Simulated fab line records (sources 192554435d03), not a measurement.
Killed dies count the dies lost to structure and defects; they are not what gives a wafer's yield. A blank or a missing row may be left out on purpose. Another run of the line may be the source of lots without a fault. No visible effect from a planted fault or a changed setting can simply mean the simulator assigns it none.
Split-lot experiment / flow n5-finfet / 39 wafers read across 7 lots, on a route 1938 steps long

== ABOUT THE SPLIT ==
At N5_HKMG_FIN_ETCH_55 (etches SOC in N2/H2, target depth 240 nm, time 300 s), the setting time-s was moved away from the recipe's 300 s on 12 of the 39 wafers read, by -19.7% to +18.5%. All remaining wafers had this setting at the recipe value.

The split's own step is where the reading is taken.

== THE READING ==
SiARC_of_HKMG_FIN_COAT_42.thk-nm (the simulator's own value, which no gauge read), in nm, at N5_HKMG_FIN_ETCH_55 (etches SOC in N2/H2, target depth 240 nm, time 300 s). The file does not state a usual value for it. The 27 wafers here that ran the recipe average 21.2 nm, standard deviation 0.21 nm.

wafer=L074.1; tool, chamber at the split=rie-diel-03, 2; time-s as run, s=300; against the recipe=recipe; SiARC_of_HKMG_FIN_COAT_42.thk-nm, nm=21; against lot-mates on the recipe=-
wafer=L074.2; tool, chamber at the split=rie-diel-03, 3; time-s as run, s=300; against the recipe=recipe; SiARC_of_HKMG_FIN_COAT_42.thk-nm, nm=21.2; against lot-mates on the recipe=-
wafer=L074.3; tool, chamber at the split=rie-diel-03, 1; time-s as run, s=300; against the recipe=recipe; SiARC_of_HKMG_FIN_COAT_42.thk-nm, nm=21; against lot-mates on the recipe=-
wafer=L074.4; tool, chamber at the split=rie-diel-03, 0; time-s as run, s=300; against the recipe=recipe; SiARC_of_HKMG_FIN_COAT_42.thk-nm, nm=21; against lot-mates on the recipe=-
wafer=L074.5; tool, chamber at the split=rie-diel-03, 1; time-s as run, s=300; against the recipe=recipe; SiARC_of_HKMG_FIN_COAT_42.thk-nm, nm=21; against lot-mates on the recipe=-
wafer=L074.6; tool, chamber at the split=rie-diel-03, 2; time-s as run, s=300; against the recipe=recipe; SiARC_of_HKMG_FIN_COAT_42.thk-nm, nm=21; against lot-mates on the recipe=-
wafer=L075.1; tool, chamber at the split=rie-diel-03, 3; time-s as run, s=300; against the recipe=recipe; SiARC_of_HKMG_FIN_COAT_42.thk-nm, nm=21.2; against lot-mates on the recipe=-
wafer=L075.2; tool, chamber at the split=rie-diel-03, 0; time-s as run, s=300; against the recipe=recipe; SiARC_of_HKMG_FIN_COAT_42.thk-nm, nm=21.2; against lot-mates on the recipe=-
wafer=L075.6; tool, chamber at the split=rie-diel-03, 3; time-s as run, s=300; against the recipe=recipe; SiARC_of_HKMG_FIN_COAT_42.thk-nm, nm=21.2; against lot-mates on the recipe=-
wafer=L081.1; tool, chamber at the split=rie-diel-06, 2; time-s as run, s=270.9; against the recipe=-9.7%; SiARC_of_HKMG_FIN_COAT_42.thk-nm, nm=22.8; against lot-mates on the recipe=+1.4
wafer=L081.2; tool, chamber at the split=rie-diel-06, 0; time-s as run, s=300; against the recipe=recipe; SiARC_of_HKMG_FIN_COAT_42.thk-nm, nm=21.2; against lot-mates on the recipe=-
wafer=L081.3; tool, chamber at the split=rie-diel-06, 3; time-s as run, s=270.9; against the recipe=-9.7%; SiARC_of_HKMG_FIN_COAT_42.thk-nm, nm=22.6; against lot-mates on the recipe=+1.2
wafer=L081.4; tool, chamber at the split=rie-diel-06, 1; time-s as run, s=300; against the recipe=recipe; SiARC_of_HKMG_FIN_COAT_42.thk-nm, nm=21.6; against lot-mates on the recipe=-
wafer=L081.5; tool, chamber at the split=rie-diel-06, 3; time-s as run, s=270.9; against the recipe=-9.7%; SiARC_of_HKMG_FIN_COAT_42.thk-nm, nm=22.4; against lot-mates on the recipe=+1.0
wafer=L081.6; tool, chamber at the split=rie-diel-06, 2; time-s as run, s=300; against the recipe=recipe; SiARC_of_HKMG_FIN_COAT_42.thk-nm, nm=21.4; against lot-mates on the recipe=-
wafer=L088.1; tool, chamber at the split=rie-diel-02, 2; time-s as run, s=300; against the recipe=recipe; SiARC_of_HKMG_FIN_COAT_42.thk-nm, nm=21.2; against lot-mates on the recipe=-
wafer=L088.2; tool, chamber at the split=rie-diel-02, 0; time-s as run, s=300; against the recipe=recipe; SiARC_of_HKMG_FIN_COAT_42.thk-nm, nm=21; against lot-mates on the recipe=-
wafer=L088.3; tool, chamber at the split=rie-diel-02, 1; time-s as run, s=353.6; against the recipe=+17.9%; SiARC_of_HKMG_FIN_COAT_42.thk-nm, nm=19.2; against lot-mates on the recipe=-1.9
wafer=L088.4; tool, chamber at the split=rie-diel-02, 0; time-s as run, s=300; against the recipe=recipe; SiARC_of_HKMG_FIN_COAT_42.thk-nm, nm=21.2; against lot-mates on the recipe=-
wafer=L088.5; tool, chamber at the split=rie-diel-02, 2; time-s as run, s=353.6; against the recipe=+17.9%; SiARC_of_HKMG_FIN_COAT_42.thk-nm, nm=18.6; against lot-mates on the recipe=-2.5
wafer=L088.6; tool, chamber at the split=rie-diel-02, 1; time-s as run, s=353.6; against the recipe=+17.9%; SiARC_of_HKMG_FIN_COAT_42.thk-nm, nm=19.2; against lot-mates on the recipe=-1.9
wafer=L086.1; tool, chamber at the split=rie-diel-02, 1; time-s as run, s=300; against the recipe=recipe; SiARC_of_HKMG_FIN_COAT_42.thk-nm, nm=21.6; against lot-mates on the recipe=-
wafer=L086.2; tool, chamber at the split=rie-diel-02, 0; time-s as run, s=241; against the recipe=-19.7%; SiARC_of_HKMG_FIN_COAT_42.thk-nm, nm=24.2; against lot-mates on the recipe=+2.9
wafer=L086.3; tool, chamber at the split=rie-diel-02, 2; time-s as run, s=241; against the recipe=-19.7%; SiARC_of_HKMG_FIN_COAT_42.thk-nm, nm=24.2; against lot-mates on the recipe=+2.9
wafer=L086.4; tool, chamber at the split=rie-diel-02, 1; time-s as run, s=241; against the recipe=-19.7%; SiARC_of_HKMG_FIN_COAT_42.thk-nm, nm=24.2; against lot-mates on the recipe=+2.9
wafer=L086.5; tool, chamber at the split=rie-diel-02, 2; time-s as run, s=300; against the recipe=recipe; SiARC_of_HKMG_FIN_COAT_42.thk-nm, nm=21; against lot-mates on the recipe=-
wafer=L086.6; tool, chamber at the split=rie-diel-02, 0; time-s as run, s=300; against the recipe=recipe; SiARC_of_HKMG_FIN_COAT_42.thk-nm, nm=21.4; against lot-mates on the recipe=-
wafer=L092.1; tool, chamber at the split=rie-diel-03, 2; time-s as run, s=300; against the recipe=recipe; SiARC_of_HKMG_FIN_COAT_42.thk-nm, nm=21.6; against lot-mates on the recipe=-
wafer=L092.2; tool, chamber at the split=rie-diel-03, 0; time-s as run, s=300; against the recipe=recipe; SiARC_of_HKMG_FIN_COAT_42.thk-nm, nm=21.2; against lot-mates on the recipe=-
wafer=L092.3; tool, chamber at the split=rie-diel-03, 1; time-s as run, s=300; against the recipe=recipe; SiARC_of_HKMG_FIN_COAT_42.thk-nm, nm=21; against lot-mates on the recipe=-
wafer=L092.4; tool, chamber at the split=rie-diel-03, 3; time-s as run, s=300; against the recipe=recipe; SiARC_of_HKMG_FIN_COAT_42.thk-nm, nm=21.4; against lot-mates on the recipe=-
wafer=L092.5; tool, chamber at the split=rie-diel-03, 3; time-s as run, s=300; against the recipe=recipe; SiARC_of_HKMG_FIN_COAT_42.thk-nm, nm=21.2; against lot-mates on the recipe=-
wafer=L092.6; tool, chamber at the split=rie-diel-03, 2; time-s as run, s=300; against the recipe=recipe; SiARC_of_HKMG_FIN_COAT_42.thk-nm, nm=21.4; against lot-mates on the recipe=-
wafer=L096.1; tool, chamber at the split=rie-diel-03, 1; time-s as run, s=355.5; against the recipe=+18.5%; SiARC_of_HKMG_FIN_COAT_42.thk-nm, nm=18.4; against lot-mates on the recipe=-2.7
wafer=L096.2; tool, chamber at the split=rie-diel-03, 2; time-s as run, s=300; against the recipe=recipe; SiARC_of_HKMG_FIN_COAT_42.thk-nm, nm=21.4; against lot-mates on the recipe=-
wafer=L096.3; tool, chamber at the split=rie-diel-03, 3; time-s as run, s=355.5; against the recipe=+18.5%; SiARC_of_HKMG_FIN_COAT_42.thk-nm, nm=18.8; against lot-mates on the recipe=-2.3
wafer=L096.4; tool, chamber at the split=rie-diel-03, 0; time-s as run, s=355.5; against the recipe=+18.5%; SiARC_of_HKMG_FIN_COAT_42.thk-nm, nm=18.4; against lot-mates on the recipe=-2.7
wafer=L096.5; tool, chamber at the split=rie-diel-03, 2; time-s as run, s=300; against the recipe=recipe; SiARC_of_HKMG_FIN_COAT_42.thk-nm, nm=21.2; against lot-mates on the recipe=-
wafer=L096.6; tool, chamber at the split=rie-diel-03, 1; time-s as run, s=300; against the recipe=recipe; SiARC_of_HKMG_FIN_COAT_42.thk-nm, nm=20.8; against lot-mates on the recipe=-

THE FIT
A straight line over all 39 wafers: SiARC_of_HKMG_FIN_COAT_42.thk-nm changes by -0.141 nm for each +1% of time-s; r = -0.99; the points scatter about the line by 0.23 nm.
The same after taking each lot's own level away (the mean of its wafers on the recipe; 39 wafers): -0.135 nm for each +1%; r = -0.99; scatter 0.21 nm.
On that fit, the largest move of time-s shifts the reading by 2.7 nm.
The lots' own levels span 21.03 to 21.40 nm, that is 1.8 times the standard deviation above.
The two slopes agree, so the slope changes little with the lot-to-lot level.
Check: +2.65 nm against its lot-mates is what the line predicts for one of the wafers moved furthest among these (-19.7%) when that wafer is left out of the fit. Against them it came out at +2.87 nm.

== THE OTHER SPLITS THESE WAFERS WENT THROUGH ==
These wafers also went through other splits before the reading. Each is held against what the fit with the lots' levels taken away leaves over:
other split on the same wafers=N5_DUMMY_GATE_ETCH_37 source-w; wafers away from the commonest value=6; r with SiARC_of_HKMG_FIN_COAT_42.thk-nm (lot level and that fit taken away)=+0.10
other split on the same wafers=N5_SD_EPI_P_SD_RECESS_17 target-depth-a; wafers away from the commonest value=12; r with SiARC_of_HKMG_FIN_COAT_42.thk-nm (lot level and that fit taken away)=-0.16
other split on the same wafers=N5_SD_EPI_P_EPI_21 pressure-torr; wafers away from the commonest value=18; r with SiARC_of_HKMG_FIN_COAT_42.thk-nm (lot level and that fit taken away)=+0.31

== THE WHOLE CHAIN: every reading that the file lists as answering this split, in the file's order ==
step=N5_HKMG_FIN_ETCH_55; what it does=etches SOC in N2/H2, target depth 240 nm, time 300 s; reading=etch.depth-nm (the simulator's own value, which no gauge read); change (the file's fit)=+2.28 nm for each +1% of the setting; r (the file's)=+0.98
step=N5_HKMG_FIN_ETCH_55; what it does=etches SOC in N2/H2, target depth 240 nm, time 300 s; reading=HKMG_FIN.feature-depth-nm (the simulator's own value, which no gauge read); change (the file's fit)=+2.28 nm for each +1% of the setting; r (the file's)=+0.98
step=N5_HKMG_FIN_ETCH_55; what it does=etches SOC in N2/H2, target depth 240 nm, time 300 s; reading=SiARC_of_HKMG_FIN_COAT_42.thk-nm (the simulator's own value, which no gauge read); change (the file's fit)=-0.135 nm for each +1% of the setting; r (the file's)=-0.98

== THE FILE'S OWN FIT ==
SiARC_of_HKMG_FIN_COAT_42.thk-nm changes by -0.135 nm for each +1% of time-s, r = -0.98.
